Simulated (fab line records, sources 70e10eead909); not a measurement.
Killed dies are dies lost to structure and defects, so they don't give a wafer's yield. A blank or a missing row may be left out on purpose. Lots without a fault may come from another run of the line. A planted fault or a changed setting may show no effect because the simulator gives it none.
Which tool did it? | flow nand_harc | 12 lots, 36 wafers sampled, at 5 steps of a route of 1159

WHAT THE GAUGES READ, wafer by wafer
NHARC_A_M1_OVL_MEAS_10: pitch 240 nm. Usual: overlay_x_nm 0.2 nm, standard deviation 0.82; overlay_y_nm -0.3 nm, standard deviation 0.74.
lot  | measured     | on         | overlay_x_nm (nm) | overlay_y_nm (nm) | flag
L867 | day 18 03:32 | overlay-01 | 0.3 0.6 0.5       | -1.0 -0.6 -1.4    |
L870 | day 18 23:23 | overlay-01 | -0.2 -0.4 0.5     | -0.2 -0.2 -0.2    |
L873 | day 19 10:42 | overlay-02 | 1.2 1.3 1.4       | -0.7 -0.6 -0.3    |
L875 | day 19 22:16 | overlay-01 | 0.8 1.2 0.6       | 0.1 0.1 -0.3      |
L877 | day 19 23:42 | overlay-02 | -0.3 0.1 -0.2     | 1.0 1.1 1.1       |
L878 | day 20 12:31 | overlay-01 | 0.3 0.1 0.4       | -1.1 -1.2 -0.8    |
L880 | day 20 17:25 | overlay-02 | 0.1 0.2 -0.1      | -1.3 -0.4 -1.0    |
L882 | day 21 00:47 | overlay-01 | 0.8 0.5 1.2       | -0.4 0.3 -0.4     |
L881 | day 21 03:46 | overlay-01 | -0.8 -0.7 -0.1    | -0.9 -0.6 -1.0    |
L883 | day 21 21:59 | overlay-02 | 0.4 0.3 0.8       | -1.2 -0.7 -0.8    |
L885 | day 21 22:19 | overlay-02 | 0.7 0.4 0.7       | 0.2 0.3 -0.2      |
L888 | day 22 10:28 | overlay-02 | -0.7 0.1 0.3      | -0.8 -0.4 0.1     |

NHARC_A_BONDPAD_THK_MEAS_30: measures by ellipsometry. Usual: thk_nm 199.2 nm, standard deviation 1.4.
lot  | measured     | on            | thk_nm (nm)       | flag
L867 | day 18 07:38 | film_metro-02 | 198.9 199.4 200.1 |
L870 | day 19 03:27 | film_metro-02 | 197.6 199.9 200.5 |
L873 | day 19 14:56 | film_metro-01 | 198.9 198.9 197.0 |
L875 | day 20 02:37 | film_metro-01 | 197.5 198.9 198.3 |
L877 | day 20 04:08 | film_metro-01 | 200.6 198.9 199.2 |
L878 | day 20 16:34 | film_metro-01 | 201.2 196.1 200.3 |
L880 | day 20 21:41 | film_metro-01 | 199.6 197.1 200.3 |
L882 | day 21 05:21 | film_metro-02 | 197.6 200.3 200.7 |
L881 | day 21 07:49 | film_metro-02 | 196.5 200.0 199.4 |
L883 | day 22 02:04 | film_metro-02 | 198.4 196.9 198.4 |
L885 | day 22 02:28 | film_metro-01 | 202.5 202.2 199.5 |
L888 | day 22 16:23 | film_metro-02 | 199.0 198.3 199.8 |

NHARC_END_SORT_01. Usual: defect_limited_yield 95.1 %, standard deviation 1.6; killed_at_array 29, standard deviation 11; killed_at_other 0.7, standard deviation 1.1; killed_at_periphery 2.9, standard deviation 2.2; killed_dies 33, standard deviation 11; killed_open 3.1, standard deviation 1.8; killed_short 1.9, standard deviation 1.4; sort_bin_2_pct 1.6 %, standard deviation 0.64; sort_bin_3_pct 0.26 %, standard deviation 0.18; sort_bin_4_pct 3.1 %, standard deviation 1.1; sort_n_pass 644, standard deviation 11; sort_rim_yield_pct 95.7 %, standard deviation 2.8; sort_yield_pct 95.1 %, standard deviation 1.6.
lot  | measured     | on        | defect_limited_yield (%) | killed_at_array | killed_at_other | killed_at_periphery | killed_dies | killed_open | killed_short | sort_bin_2_pct (%) | sort_bin_3_pct (%) | sort_bin_4_pct (%) | sort_n_pass | sort_rim_yield_pct (%) | sort_yield_pct (%) | flag
L873 | day 20 23:05 | prober-01 | 94.4 95.3 94.5           | 35 30 33        | 1 0 0           | 2 2 4               | 38 32 37    | 4 1 4       | 3 0 2        | 2.1 1.6 2.4        | 0.30 0.30 0.15     | 3.2 2.8 3.0        | 639 645 640 | 94.3 92.5 96.2         | 94.4 95.3 94.5     |
L878 | day 22 11:59 | prober-01 | 95.0 95.4 95.9           | 34 28 26        | 0 1 1           | 0 2 1               | 34 31 28    | 0 3 2       | 2 2 0        | 1.5 1.3 1.3        | 0.15 0.44 0.30     | 3.4 2.8 2.5        | 643 646 649 | 94.3 100.0 95.3        | 95.0 95.4 95.9     |
L880 | day 22 01:51 | prober-02 | 95.1 93.8 93.8           | 29 39 38        | 1 1 0           | 3 2 4               | 33 42 42    | 2 1 2       | 0 4 0        | 1.9 2.4 1.5        | 0.15 0.15 0.44     | 2.8 3.7 4.3        | 644 635 635 | 97.2 92.5 97.2         | 95.1 93.8 93.8     |
L883 | day 23 07:44 | prober-01 | 93.2 93.2 92.0           | 43 46 51        | 1 0 0           | 2 0 3               | 46 46 54    | 4 1 4       | 0 1 2        | 2.2 1.3 1.8        | 0.15 0.44 0.59     | 4.4 5.0 5.6        | 631 631 623 | 94.3 92.5 99.1         | 93.2 93.2 92.0     |
L885 | day 23 15:29 | prober-01 | 93.1 94.4 94.7           | 41 35 32        | 0 1 1           | 6 2 3               | 47 38 36    | 2 3 3       | 2 2 3        | 2.1 1.6 1.8        | 0.59 0.30 0.30     | 4.3 3.7 3.2        | 630 639 641 | 96.2 92.5 97.2         | 93.1 94.4 94.7     |
L888 | day 24 04:02 | prober-02 | 95.4 95.9 97.2           | 29 22 18        | 0 0 0           | 2 6 1               | 31 28 19    | 4 4 1       | 0 1 0        | 1.9 1.5 1.0        | 0.30 0.15 0.15     | 2.4 2.5 1.6        | 646 649 658 | 97.2 98.1 97.2         | 95.4 95.9 97.2     |

WHICH TOOL RAN EACH LOT (tool, then ch and the chambers of the sampled wafers, then the start)
lot  | NHARC_A_M0_DEP_32               | NHARC_A_BONDPAD_DEP_00
L867 | pecvd-03 ch 0,1,2, day 18 02:11 | pecvd-01 ch 1,2, day 18 07:04
L870 | pecvd-04 ch 0,1,2, day 18 22:16 | pecvd-01 ch 0,2, day 19 02:47
L873 | pecvd-03 ch 2, day 19 09:19     | pecvd-02 ch 0,1, day 19 14:17
L875 | pecvd-02 ch 1,2, day 19 21:02   | pecvd-01 ch 0,1,2, day 20 02:02
L877 | pecvd-03 ch 0,1, day 19 22:29   | pecvd-01 ch 0,2, day 20 03:26
L878 | pecvd-02 ch 1,2, day 20 11:14   | pecvd-01 ch 0,1,2, day 20 16:03
L880 | pecvd-03 ch 0,2, day 20 16:07   | pecvd-04 ch 1,2, day 20 21:02
L882 | pecvd-04 ch 0,2, day 20 23:28   | pecvd-04 ch 0,1,2, day 21 04:41
L881 | pecvd-02 ch 0,1, day 21 02:29   | pecvd-04 ch 1,2, day 21 07:12
L883 | pecvd-04 ch 0,1,2, day 21 20:42 | pecvd-04 ch 1,2, day 22 01:30
L885 | pecvd-02 ch 0,1,2, day 21 21:09 | pecvd-04 ch 0,1,2, day 22 01:53
L888 | pecvd-04 ch 0,1,2, day 22 09:13 | pecvd-04 ch 0,1, day 22 15:36
- NHARC_A_M0_DEP_32: deposits SiCN, target thk 30 nm.
- NHARC_A_BONDPAD_DEP_00: deposits SiCN, target thk 250 nm.

WHAT THE TOOLS THEMSELVES READ (means of the sampled wafers that have a number; where no wafer has one, the mark that the record gives instead)
NHARC_A_M0_DEP_32. Usual: heater_power_w 618 W, standard deviation 82; rf_fwd_power_W 449.4 W, standard deviation 1.4; showerhead_vpp_V 1350 V, standard deviation 50.
lot  | tool     | heater_power_w (W) | rf_fwd_power_W (W) | showerhead_vpp_V (V) | flag
L867 | pecvd-03 | 624                | 449.1              | 1341                 |
L870 | pecvd-04 | 572                | 450.0              | 1380                 |
L873 | pecvd-03 | 788                | 452.1              | 1279                 |
L875 | pecvd-02 | 615                | 450.8              | 1375                 |
L877 | pecvd-03 | 551                | 449.6              | 1346                 |
L878 | pecvd-02 | 697                | 448.5              | 1393                 |
L880 | pecvd-03 | 573                | 448.7              | 1370                 |
L882 | pecvd-04 | 603                | 449.9              | 1366                 |
L881 | pecvd-02 | 605                | 449.5              | 1360                 |
L883 | pecvd-04 | 592                | 449.0              | 1355                 |
L885 | pecvd-02 | 656                | 448.5              | 1355                 |
L888 | pecvd-04 | 643                | 450.3              | 1353                 |

NHARC_A_BONDPAD_DEP_00. Usual: heater_power_w 612 W, standard deviation 83; rf_fwd_power_W 449.0 W, standard deviation 1.3; showerhead_vpp_V 1319 V, standard deviation 61.
lot  | tool     | heater_power_w (W) | rf_fwd_power_W (W) | showerhead_vpp_V (V) | flag
L867 | pecvd-01 | 595                | 450.0              | 1276                 |
L870 | pecvd-01 | 699                | 449.8              | 1272                 |
L873 | pecvd-02 | 623                | 448.5              | 1354                 |
L875 | pecvd-01 | 611                | 449.6              | 1281                 |
L877 | pecvd-01 | 677                | 390.7              | 1124                 | OFF
L878 | pecvd-01 | 610                | 389.2              | 1189                 | OFF
L880 | pecvd-04 | 592                | 448.5              | 1359                 |
L882 | pecvd-04 | 591                | 449.5              | 1355                 |
L881 | pecvd-04 | 718                | 448.4              | 1370                 |
L883 | pecvd-04 | 608                | 449.1              | 1357                 |
L885 | pecvd-04 | 611                | 449.6              | 1354                 |
L888 | pecvd-04 | 559                | 448.4              | 1367                 |

THE ANSWER, worked out from the rows above alone
Rule: a lot is off if the mean of its wafers that have a number lies more than 3 standard deviations from the usual mean. A lot without any number at a reading at which 4 lots or more have one is off too. The other lots that the step has rows for count as sound. The gauges are gone through in route order, then the tools' own readings, and for those a lot's mean is taken as printed above. The first step at which some lot is off is used, and at that step the reading that is off furthest; a lot without a number counts as furthest.
Off: L877, L878, at NHARC_A_BONDPAD_DEP_00 (rf_fwd_power_W).
A tool fits if, at that step or a process step before it, it ran every lot that is off, and no sound lot after the first of them. One fits: pecvd-01 at NHARC_A_BONDPAD_DEP_00. Its last sound lot is L875 (day 20 02:02), its first lot that is off L877 (day 20 03:26): a fault that began between those two fits.
The tool's own readings at NHARC_A_BONDPAD_DEP_00 bear it out: on the lots that are off they differ by more than 5 times the standard deviation of the sound lots' means. rf_fwd_power_W reads 389.9 W there against 449.1 W on the sound lots.

WHAT THE SIMULATOR HAD PUT IN
Process parameter drift: pecvd-01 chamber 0, from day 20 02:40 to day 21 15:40, at NHARC_A_BONDPAD_DEP_00. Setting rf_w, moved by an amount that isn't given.
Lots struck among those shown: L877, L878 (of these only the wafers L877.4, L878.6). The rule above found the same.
